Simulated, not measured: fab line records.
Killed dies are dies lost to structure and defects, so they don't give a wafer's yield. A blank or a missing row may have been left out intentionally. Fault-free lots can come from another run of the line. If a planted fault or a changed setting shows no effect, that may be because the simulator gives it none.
Which tool was responsible? + flow nand_harc + 24 lots, 72 wafers sampled, at 6 steps of a route of 1302

== WHAT THE GAUGES SHOWED, per wafer ==
Not one reading of a measure or inspect step in the record can be checked against a usual standard deviation.

== WHAT TOOL EACH LOT RAN ON (gives the tool, then ch and the chambers of the sampled wafers, and finally the start) ==
| lot  | NHARC_A_CHANNEL_HOLE_D2_ETCH_44    | NHARC_A_CHANNEL_FILL_D2_ALD_14   | NHARC_A_STAIRCASE_ETCH_17                     | NHARC_A_STAIRCASE_TRIM_20          | NHARC_A_STAIRCASE_TRIM_22      | NHARC_A_STAIRCASE_ETCH_23      |
|------|------------------------------------|----------------------------------|-----------------------------------------------|------------------------------------|--------------------------------|--------------------------------|
| L074 | rie_diel-09 ch 0,1,3, day 13 10:15 | ald_hk-01 ch 1,3, day 13 18:20   | rie_diel-05 ch 1,2,3, day 15 15:17 or earlier | rie_diel-04 ch 0,2,3, day 15 15:17 | rie_diel-04 ch 1,2,3, no start | rie_diel-04 ch 1,2, no start   |
| L075 | rie_diel-03 ch 1,2,3, day 13 17:19 | ald_hk-02 ch 0,2,3, day 14 01:53 | rie_diel-11 ch 0,1,3, day 15 23:54 or earlier | rie_diel-05 ch 0,1,2, day 15 23:54 | rie_diel-05 ch 0,1,3, no start | rie_diel-05 ch 1,2,3, no start |
| L076 | rie_diel-09 ch 1,2,3, day 14 04:15 | ald_hk-02 ch 1,2,3, day 14 12:24 | rie_diel-04 ch 1,2,3, day 16 11:07 or earlier | rie_diel-11 ch 0,3, day 16 11:07   | rie_diel-11 ch 2,3, no start   | rie_diel-11 ch 1,2,3, no start |
| L077 | rie_diel-03 ch 1,2,3, day 14 22:13 | ald_hk-01 ch 1,2, day 15 06:27   | rie_diel-11 ch 1,2, day 17 04:10 or earlier   | rie_diel-04 ch 0,3, day 17 04:10   | rie_diel-04 ch 0,1,2, no start | rie_diel-04 ch 0,3, no start   |
| L078 | rie_diel-09 ch 0,2, day 14 22:28   | ald_hk-02 ch 0,1,3, day 15 06:29 | rie_diel-04 ch 0,2, day 17 03:01 or earlier   | rie_diel-04 ch 1,2,3, day 17 03:01 | rie_diel-04 ch 0,1, no start   | rie_diel-04 ch 0,2,3, no start |
| L079 | rie_diel-03 ch 0,2, day 15 14:16   | ald_hk-01 ch 2,3, day 15 22:35   | rie_diel-04 ch 0,1,3, day 18 00:22 or earlier | rie_diel-04 ch 0,1, day 18 00:22   | rie_diel-04 ch 1,2,3, no start | rie_diel-04 ch 1,2, no start   |
| L081 | rie_diel-09 ch 0,2,3, day 16 07:41 | ald_hk-01 ch 0,2,3, day 16 15:55 | rie_diel-05 ch 1,2,3, day 18 17:35 or earlier | rie_diel-05 ch 0,1,3, day 18 17:35 | rie_diel-05 ch 1,2,3, no start | rie_diel-05 ch 1,2,3, no start |
| L080 | rie_diel-03 ch 1,2, day 16 08:25   | ald_hk-04 ch 1,2,3, day 16 15:59 | rie_diel-04 ch 0,2,3, day 18 18:47 or earlier | rie_diel-05 ch 0,2,3, day 18 18:47 | rie_diel-05 ch 1,2, no start   | rie_diel-05 ch 1,2,3, no start |
| L082 | rie_diel-03 ch 1,2,3, day 16 11:52 | ald_hk-01 ch 1,3, day 16 21:46   | rie_diel-05 ch 2,3, day 18 23:26 or earlier   | rie_diel-05 ch 0,2,3, day 18 23:26 | rie_diel-05 ch 0,2, no start   | rie_diel-05 ch 0,3, no start   |
| L083 | rie_diel-03 ch 0,1,2, day 17 05:01 | ald_hk-01 ch 0,1,2, day 17 13:16 | rie_diel-04 ch 1,3, day 19 11:22 or earlier   | rie_diel-04 ch 0,1,3, day 19 11:22 | rie_diel-04 ch 1,3, no start   | rie_diel-04 ch 0,2,3, no start |
| L084 | rie_diel-09 ch 1,2,3, day 17 13:38 | ald_hk-01 ch 0,1,3, day 17 21:55 | rie_diel-05 ch 0,3, day 19 19:42 or earlier   | rie_diel-11 ch 0,3, day 19 19:42   | rie_diel-11 ch 1,3, no start   | rie_diel-11 ch 1,2, no start   |
| L085 | rie_diel-03 ch 0,1,3, day 17 21:56 | ald_hk-02 ch 0,2,3, day 18 06:07 | rie_diel-05 ch 0,1,3, day 20 03:38 or earlier | rie_diel-05 ch 0,1,2, day 20 03:38 | rie_diel-05 ch 0,1,2, no start | rie_diel-05 ch 1,2,3, no start |
| L087 | rie_diel-03 ch 1,3, day 18 05:56   | ald_hk-02 ch 0,1,2, day 18 14:12 | rie_diel-05 ch 0,1,2, day 20 10:17 or earlier | rie_diel-05 ch 1,3, day 20 10:17   | rie_diel-05 ch 1,2,3, no start | rie_diel-05 ch 0,2, no start   |
| L086 | rie_diel-02 ch 1,2, day 18 08:03   | ald_hk-02 ch 2,3, day 18 14:23   | rie_diel-04 ch 1,2,3, day 20 10:34 or earlier | rie_diel-04 ch 0,2,3, day 20 10:34 | rie_diel-04 ch 2,3, no start   | rie_diel-04 ch 0,1, no start   |
| L088 | rie_diel-02 ch 0,1,3, day 20 04:29 | ald_hk-01 ch 0,2, day 20 12:50   | rie_diel-05 ch 0,2,3, day 22 12:05 or earlier | rie_diel-04 ch 0,1,2, day 22 12:05 | rie_diel-04 ch 0,3, no start   | rie_diel-04 ch 1,3, no start   |
| L089 | rie_diel-09 ch 0,1, day 20 07:26   | ald_hk-02 ch 0,2,3, day 20 15:40 | rie_diel-04 ch 0,2, day 22 11:47 or earlier   | rie_diel-11 ch 2,3, day 22 11:47   | rie_diel-11 ch 0,2,3, no start | rie_diel-11 ch 1,2,3, no start |
| L090 | rie_diel-02 ch 0,1,3, day 20 11:39 | ald_hk-04 ch 0,2, day 20 20:17   | rie_diel-04 ch 2,3, day 22 21:19 or earlier   | rie_diel-04 ch 0,2,3, day 22 21:19 | rie_diel-04 ch 0,1,2, no start | rie_diel-04 ch 1,3, no start   |
| L091 | rie_diel-02 ch 0,1, day 20 15:49   | ald_hk-04 ch 0,2,3, day 21 00:24 | rie_diel-11 ch 0,1,3, day 22 20:49 or earlier | rie_diel-11 ch 0,1,2, day 22 20:49 | rie_diel-11 ch 0,1,3, no start | rie_diel-11 ch 0,1,2, no start |
| L094 | rie_diel-03 ch 0,1,2, day 21 10:34 | ald_hk-04 ch 0,3, day 21 18:48   | rie_diel-04 ch 0,1, day 23 17:08 or earlier   | rie_diel-04 ch 0,2,3, day 23 17:08 | rie_diel-04 ch 2,3, no start   | rie_diel-04 ch 1,2, no start   |
| L092 | rie_diel-09 ch 0,2, day 21 10:45   | ald_hk-02 ch 1,2, day 21 18:50   | rie_diel-04 ch 0,3, day 23 16:58 or earlier   | rie_diel-04 ch 0,1,3, day 23 16:58 | rie_diel-04 ch 0,1, no start   | rie_diel-04 ch 0,3, no start   |
| L093 | rie_diel-03 ch 1,2,3, day 21 14:46 | ald_hk-01 ch 0,3, day 21 23:01   | rie_diel-11 ch 2,3, day 23 21:48 or earlier   | rie_diel-05 ch 2,3, day 23 21:48   | rie_diel-05 ch 1,2, no start   | rie_diel-05 ch 1,2, no start   |
| L096 | rie_diel-03 ch 1,3, day 22 07:22   | ald_hk-02 ch 2,3, day 22 15:38   | rie_diel-04 ch 0,3, day 24 12:32 or earlier   | rie_diel-04 ch 0,2,3, day 24 12:32 | rie_diel-04 ch 1,2,3, no start | rie_diel-04 ch 1,2, no start   |
| L095 | rie_diel-03 ch 0,1,3, day 22 09:22 | ald_hk-01 ch 0,1,2, day 22 15:45 | rie_diel-05 ch 0,1,2, day 24 12:49 or earlier | rie_diel-05 ch 2,3, day 24 12:49   | rie_diel-05 ch 0,3, no start   | rie_diel-05 ch 0,1,3, no start |
| L097 | rie_diel-02 ch 1,3, day 22 15:46   | ald_hk-01 ch 1,2, day 23 03:15   | rie_diel-04 ch 0,3, day 25 00:57 or earlier   | rie_diel-04 ch 0,3, day 25 00:57   | rie_diel-04 ch 0,2,3, no start | rie_diel-04 ch 1,2,3, no start |
- NHARC_A_CHANNEL_HOLE_D2_ETCH_44: etches the open film in CF4/O2, target depth 140 nm, overetch 14 nm, time 77 s.
- NHARC_A_CHANNEL_FILL_D2_ALD_14: deposits SiO2, target thk 2.5 nm, pulse time 10 s, ald cycles 25.
- NHARC_A_STAIRCASE_ETCH_17: etches the open film in C4F8/O2, target depth 100 nm, time 40.5 s.
- NHARC_A_STAIRCASE_TRIM_20: chemistry O2, time 211.2 s.
- NHARC_A_STAIRCASE_TRIM_22: chemistry O2, time 211.2 s.
- NHARC_A_STAIRCASE_ETCH_23: etches the open film in C4F8/O2, target depth 100 nm, time 40.5 s.

== AS READ BY THE TOOLS THEMSELVES (means over the sampled wafers that have a number; for cases with no such wafer, the mark the record gives instead) ==
NHARC_A_CHANNEL_HOLE_D2_ETCH_44. Usual: drypump_motor_current_A 5.9 A, standard deviation 0.46; oes_f_703_au 1.000 a.u., standard deviation 0.0044; oes_product_au 0.999 a.u., standard deviation 0.009; rf_vpp_V 197.3 V, standard deviation 1.2; showerhead_plenum_p_Torr 1.31 Torr, standard deviation 0.04; throttle_valve_pct 13.397 %, standard deviation 0.0086.
| lot  | tool        | drypump_motor_current_A (A) | oes_f_703_au (a.u.) | oes_product_au (a.u.) | rf_vpp_V (V) | showerhead_plenum_p_Torr (Torr) | throttle_valve_pct (%) | flag |
|------|-------------|-----------------------------|---------------------|-----------------------|--------------|---------------------------------|------------------------|------|
| L074 | rie_diel-09 | 6.3                         | 1.001               | 0.988                 | 197.4        | 1.31                            | 13.400                 |      |
| L075 | rie_diel-03 | 5.9                         | 0.999               | 0.997                 | 196.9        | 1.31                            | 13.403                 |      |
| L076 | rie_diel-09 | 6.2                         | 1.001               | 0.990                 | 198.7        | 1.34                            | 13.398                 |      |
| L077 | rie_diel-03 | 5.9                         | 1.002               | 0.989                 | 198.1        | 1.31                            | 13.401                 |      |
| L078 | rie_diel-09 | 6.3                         | 0.998               | 1.005                 | 196.7        | 1.31                            | 13.405                 |      |
| L079 | rie_diel-03 | 6.0                         | 1.000               | 0.995                 | 197.2        | 1.32                            | 13.389                 |      |
| L081 | rie_diel-09 | 6.2                         | 0.999               | 0.995                 | 197.6        | 1.31                            | 13.393                 |      |
| L080 | rie_diel-03 | 6.1                         | 1.000               | 0.984                 | 197.7        | 1.34                            | 13.393                 |      |
| L082 | rie_diel-03 | 5.9                         | 0.995               | 0.999                 | 197.1        | 1.31                            | 13.401                 |      |
| L083 | rie_diel-03 | 5.8                         | 0.998               | 0.993                 | 197.3        | 1.33                            | 13.389                 |      |
| L084 | rie_diel-09 | 6.2                         | 1.002               | 1.005                 | 197.4        | 1.34                            | 13.397                 |      |
| L085 | rie_diel-03 | 5.6                         | 1.002               | 1.008                 | 198.0        | 1.30                            | 13.389                 |      |
| L087 | rie_diel-03 | 5.7                         | 1.001               | 1.000                 | 196.7        | 1.28                            | 13.397                 |      |
| L086 | rie_diel-02 | 5.8                         | 0.997               | 0.994                 | 200.0        | 1.38                            | 13.397                 |      |
| L088 | rie_diel-02 | 5.7                         | 1.000               | 1.001                 | 196.4        | 1.28                            | 13.391                 |      |
| L089 | rie_diel-09 | 6.2                         | 0.998               | 0.996                 | 198.5        | 1.34                            | 13.394                 |      |
| L090 | rie_diel-02 | 5.7                         | 1.000               | 0.993                 | 197.0        | 1.28                            | 13.386                 |      |
| L091 | rie_diel-02 | 5.5                         | 1.001               | 1.001                 | 197.2        | 1.29                            | 13.397                 |      |
| L094 | rie_diel-03 | 5.8                         | 0.998               | 1.002                 | 197.2        | 1.33                            | 13.397                 |      |
| L092 | rie_diel-09 | 6.2                         | 1.002               | 0.999                 | 197.7        | 1.33                            | 13.405                 |      |
| L093 | rie_diel-03 | 5.9                         | 1.002               | 0.997                 | 197.8        | 1.31                            | 13.399                 |      |
| L096 | rie_diel-03 | 5.8                         | 0.996               | 1.000                 | 197.2        | 1.32                            | 13.393                 |      |
| L095 | rie_diel-03 | 5.6                         | 0.999               | 1.008                 | 196.0        | 1.30                            | 13.397                 |      |
| L097 | rie_diel-02 | 5.3                         | 0.998               | 1.005                 | 197.2        | 1.28                            | 13.394                 |      |

NHARC_A_CHANNEL_FILL_D2_ALD_14. Usual: heater_power_w 458 W, standard deviation 34; precursor_pulse_height_rel 0.999, standard deviation 0.02.
| lot  | tool      | heater_power_w (W) | precursor_pulse_height_rel | flag |
|------|-----------|--------------------|----------------------------|------|
| L074 | ald_hk-01 | 452                | 1.001                      |      |
| L075 | ald_hk-02 | 467                | 0.997                      |      |
| L076 | ald_hk-02 | 464                | 1.017                      |      |
| L077 | ald_hk-01 | 447                | 0.992                      |      |
| L078 | ald_hk-02 | 448                | 0.994                      |      |
| L079 | ald_hk-01 | 457                | 0.987                      |      |
| L081 | ald_hk-01 | 460                | 1.016                      |      |
| L080 | ald_hk-04 | 460                | 0.983                      |      |
| L082 | ald_hk-01 | 454                | 1.001                      |      |
| L083 | ald_hk-01 | 456                | 1.019                      |      |
| L084 | ald_hk-01 | 452                | 1.009                      |      |
| L085 | ald_hk-02 | 458                | 1.001                      |      |
| L087 | ald_hk-02 | 478                | 0.989                      |      |
| L086 | ald_hk-02 | 480                | 1.007                      |      |
| L088 | ald_hk-01 | 463                | 0.990                      |      |
| L089 | ald_hk-02 | 465                | 0.973                      |      |
| L090 | ald_hk-04 | 494                | 1.005                      |      |
| L091 | ald_hk-04 | 477                | 0.990                      |      |
| L094 | ald_hk-04 | 466                | 0.984                      |      |
| L092 | ald_hk-02 | 452                | 1.003                      |      |
| L093 | ald_hk-01 | 452                | 0.998                      |      |
| L096 | ald_hk-02 | 480                | 1.014                      |      |
| L095 | ald_hk-01 | 454                | 1.018                      |      |
| L097 | ald_hk-01 | 456                | 1.012                      |      |

NHARC_A_STAIRCASE_ETCH_17. Usual: oes_product_au 0.942 a.u., standard deviation 0.012; rf_vpp_V 893 V, standard deviation 5.3.
| lot  | tool        | oes_product_au (a.u.) | rf_vpp_V (V) | flag |
|------|-------------|-----------------------|--------------|------|
| L074 | rie_diel-05 | 0.942                 | 892          |      |
| L075 | rie_diel-11 | 0.935                 | 897          |      |
| L076 | rie_diel-04 | 0.941                 | 892          |      |
| L077 | rie_diel-11 | 0.948                 | 889          |      |
| L078 | rie_diel-04 | 0.957                 | 896          |      |
| L079 | rie_diel-04 | 0.938                 | 894          |      |
| L081 | rie_diel-05 | 0.937                 | 892          |      |
| L080 | rie_diel-04 | 0.941                 | 893          |      |
| L082 | rie_diel-05 | 0.942                 | 895          |      |
| L083 | rie_diel-04 | 0.944                 | 893          |      |
| L084 | rie_diel-05 | 0.951                 | 889          |      |
| L085 | rie_diel-05 | 0.946                 | 889          |      |
| L087 | rie_diel-05 | 0.938                 | 891          |      |
| L086 | rie_diel-04 | 0.948                 | 892          |      |
| L088 | rie_diel-05 | 0.935                 | 892          |      |
| L089 | rie_diel-04 | 0.942                 | 894          |      |
| L090 | rie_diel-04 | 0.937                 | 889          |      |
| L091 | rie_diel-11 | 0.949                 | 898          |      |
| L094 | rie_diel-04 | 0.944                 | 896          |      |
| L092 | rie_diel-04 | 0.943                 | 900          |      |
| L093 | rie_diel-11 | 0.936                 | 899          |      |
| L096 | rie_diel-04 | 0.934                 | 902          |      |
| L095 | rie_diel-05 | 0.948                 | 892          |      |
| L097 | rie_diel-04 | 0.944                 | 900          |      |

NHARC_A_STAIRCASE_TRIM_20. Usual: drypump_motor_current_A 5.9 A, standard deviation 0.46; oes_product_au 0.998 a.u., standard deviation 0.011; rf_vpp_V 57.7 V, standard deviation 0.85; showerhead_plenum_p_Torr 3.47 Torr, standard deviation 0.14; throttle_valve_pct 17.036 %, standard deviation 0.0087.
| lot  | tool        | drypump_motor_current_A (A) | oes_product_au (a.u.) | rf_vpp_V (V) | showerhead_plenum_p_Torr (Torr) | throttle_valve_pct (%) | flag |
|------|-------------|-----------------------------|-----------------------|--------------|---------------------------------|------------------------|------|
| L074 | rie_diel-04 | 5.9                         | 1.000                 | 58.1         | 3.45                            | 17.034                 |      |
| L075 | rie_diel-05 | 6.1                         | 1.001                 | 57.4         | 3.44                            | 17.035                 |      |
| L076 | rie_diel-11 | 5.7                         | 0.992                 | 58.1         | 3.69                            | 17.045                 |      |
| L077 | rie_diel-04 | 6.3                         | 1.007                 | 56.9         | 3.49                            | 17.036                 |      |
| L078 | rie_diel-04 | 5.6                         | 0.996                 | 57.6         | 3.44                            | 17.042                 |      |
| L079 | rie_diel-04 | 6.0                         | 1.009                 | 57.5         | 3.56                            | 17.030                 |      |
| L081 | rie_diel-05 | 5.9                         | 0.990                 | 57.6         | 3.35                            | 17.036                 |      |
| L080 | rie_diel-05 | 6.2                         | 0.992                 | 57.7         | 3.41                            | 17.030                 |      |
| L082 | rie_diel-05 | 6.3                         | 0.996                 | 58.1         | 3.41                            | 17.042                 |      |
| L083 | rie_diel-04 | 6.0                         | 1.004                 | 57.2         | 3.47                            | 17.046                 |      |
| L084 | rie_diel-11 | 5.7                         | 0.996                 | 57.4         | 3.67                            | 17.034                 |      |
| L085 | rie_diel-05 | 6.1                         | 0.997                 | 58.1         | 3.42                            | 17.036                 |      |
| L087 | rie_diel-05 | 5.6                         | 0.987                 | 57.3         | 3.34                            | 17.037                 |      |
| L086 | rie_diel-04 | 5.9                         | 0.995                 | 57.6         | 3.43                            | 17.039                 |      |
| L088 | rie_diel-04 | 6.0                         | 1.004                 | 57.9         | 3.51                            | 17.041                 |      |
| L089 | rie_diel-11 | 5.5                         | 1.002                 | 57.7         | 3.45                            | 17.037                 |      |
| L090 | rie_diel-04 | 5.9                         | 0.989                 | 56.9         | 3.42                            | 17.030                 |      |
| L091 | rie_diel-11 | 5.8                         | 0.994                 | 57.7         | 3.39                            | 17.049                 |      |
| L094 | rie_diel-04 | 5.9                         | 0.995                 | 57.7         | 3.60                            | 17.033                 |      |
| L092 | rie_diel-04 | 6.0                         | 1.000                 | 57.7         | 3.63                            | 17.039                 |      |
| L093 | rie_diel-05 | 6.1                         | 1.008                 | 57.2         | 3.48                            | 17.039                 |      |
| L096 | rie_diel-04 | 5.9                         | 0.993                 | 58.3         | 3.59                            | 17.035                 |      |
| L095 | rie_diel-05 | 6.1                         | 1.018                 | 57.8         | 3.48                            | 17.039                 |      |
| L097 | rie_diel-04 | 6.3                         | 0.998                 | 58.1         | 3.63                            | 17.033                 |      |

NHARC_A_STAIRCASE_TRIM_22. Usual: drypump_motor_current_A 5.9 A, standard deviation 0.45; oes_product_au 0.999 a.u., standard deviation 0.01; rf_vpp_V 57.5 V, standard deviation 0.8; showerhead_plenum_p_Torr 3.47 Torr, standard deviation 0.14; throttle_valve_pct 17.036 %, standard deviation 0.0092.
| lot  | tool        | drypump_motor_current_A (A) | oes_product_au (a.u.) | rf_vpp_V (V) | showerhead_plenum_p_Torr (Torr) | throttle_valve_pct (%) | flag |
|------|-------------|-----------------------------|-----------------------|--------------|---------------------------------|------------------------|------|
| L074 | rie_diel-04 | 5.6                         | 0.998                 | 57.5         | 3.44                            | 17.040                 |      |
| L075 | rie_diel-05 | 5.9                         | 1.006                 | 57.3         | 3.35                            | 17.039                 |      |
| L076 | rie_diel-11 | 5.4                         | 0.991                 | 57.5         | 3.63                            | 17.031                 |      |
| L077 | rie_diel-04 | 6.0                         | 1.007                 | 57.5         | 3.53                            | 17.035                 |      |
| L078 | rie_diel-04 | 6.0                         | 1.008                 | 57.2         | 3.57                            | 17.030                 |      |
| L079 | rie_diel-04 | 5.6                         | 0.988                 | 57.4         | 3.43                            | 17.037                 |      |
| L081 | rie_diel-05 | 5.7                         | 0.998                 | 57.6         | 3.43                            | 17.037                 |      |
| L080 | rie_diel-05 | 5.6                         | 0.990                 | 56.8         | 3.45                            | 17.037                 |      |
| L082 | rie_diel-05 | 6.5                         | 1.005                 | 57.4         | 3.41                            | 17.036                 |      |
| L083 | rie_diel-04 | 5.7                         | 0.996                 | 57.6         | 3.46                            | 17.038                 |      |
| L084 | rie_diel-11 | 5.7                         | 0.997                 | 57.4         | 3.53                            | 17.038                 |      |
| L085 | rie_diel-05 | 6.1                         | 1.005                 | 56.9         | 3.42                            | 17.042                 |      |
| L087 | rie_diel-05 | 5.8                         | 0.991                 | 57.9         | 3.42                            | 17.044                 |      |
| L086 | rie_diel-04 | 5.6                         | 0.992                 | 57.4         | 3.34                            | 17.032                 |      |
| L088 | rie_diel-04 | 5.9                         | 1.005                 | 56.5         | 3.37                            | 17.036                 |      |
| L089 | rie_diel-11 | 5.7                         | 1.001                 | 57.5         | 3.51                            | 17.031                 |      |
| L090 | rie_diel-04 | 6.0                         | 1.003                 | 57.5         | 3.51                            | 17.034                 |      |
| L091 | rie_diel-11 | 5.8                         | 0.995                 | 57.4         | 3.54                            | 17.034                 |      |
| L094 | rie_diel-04 | 5.6                         | 0.989                 | 58.1         | 3.68                            | 17.033                 |      |
| L092 | rie_diel-04 | 6.3                         | 1.004                 | 57.4         | 3.55                            | 17.031                 |      |
| L093 | rie_diel-05 | 5.7                         | 0.999                 | 57.9         | 3.43                            | 17.036                 |      |
| L096 | rie_diel-04 | 5.6                         | 0.990                 | 57.5         | 3.59                            | 17.035                 |      |
| L095 | rie_diel-05 | 6.1                         | 0.992                 | 56.9         | 3.31                            | 17.041                 |      |
| L097 | rie_diel-04 | 5.9                         | 1.000                 | 57.5         | 3.59                            | 17.041                 |      |

NHARC_A_STAIRCASE_ETCH_23. Usual: oes_product_au 0.944 a.u., standard deviation 0.013; rf_vpp_V 893 V, standard deviation 5.
| lot  | tool        | oes_product_au (a.u.) | rf_vpp_V (V) | flag |
|------|-------------|-----------------------|--------------|------|
| L074 | rie_diel-04 | 0.947                 | 894          |      |
| L075 | rie_diel-05 | 0.948                 | 893          |      |
| L076 | rie_diel-11 | 0.959                 | 896          |      |
| L077 | rie_diel-04 | 0.948                 | 891          |      |
| L078 | rie_diel-04 | 0.951                 | 892          |      |
| L079 | rie_diel-04 | 0.941                 | 896          |      |
| L081 | rie_diel-05 | 0.941                 | 893          |      |
| L080 | rie_diel-05 | 0.944                 | 892          |      |
| L082 | rie_diel-05 | 0.935                 | 889          |      |
| L083 | rie_diel-04 | 0.935                 | 893          |      |
| L084 | rie_diel-11 | 0.956                 | 889          |      |
| L085 | rie_diel-05 | 0.939                 | 891          |      |
| L087 | rie_diel-05 | 0.959                 | 891          |      |
| L086 | rie_diel-04 | 0.958                 | 897          |      |
| L088 | rie_diel-04 | 0.957                 | 891          |      |
| L089 | rie_diel-11 | 0.929                 | 895          |      |
| L090 | rie_diel-04 | 0.945                 | 889          |      |
| L091 | rie_diel-11 | 0.941                 | 892          |      |
| L094 | rie_diel-04 | 0.935                 | 895          |      |
| L092 | rie_diel-04 | 0.943                 | 899          |      |
| L093 | rie_diel-05 | 0.941                 | 892          |      |
| L096 | rie_diel-04 | 0.941                 | 894          |      |
| L095 | rie_diel-05 | 0.943                 | 889          |      |
| L097 | rie_diel-04 | 0.928                 | 897          |      |

== THE ANSWER, worked out from the rows above alone ==
Rule: a lot counts as off when the mean over its wafers that have a number is more than 3 standard deviations away from the usual mean. A lot without any number at a reading at which 4 lots or more have one is off too. The other lots that the step has rows for count as sound. First the gauges in route order, then the tools' own readings, where a lot's mean is used as printed above. The first step at which some lot is off is used, and at that step the reading that is off furthest; a lot without a number counts as furthest.
None of the lots is off at any reading shown; this tells nothing.

== WHAT THE SIMULATOR PUT IN ==
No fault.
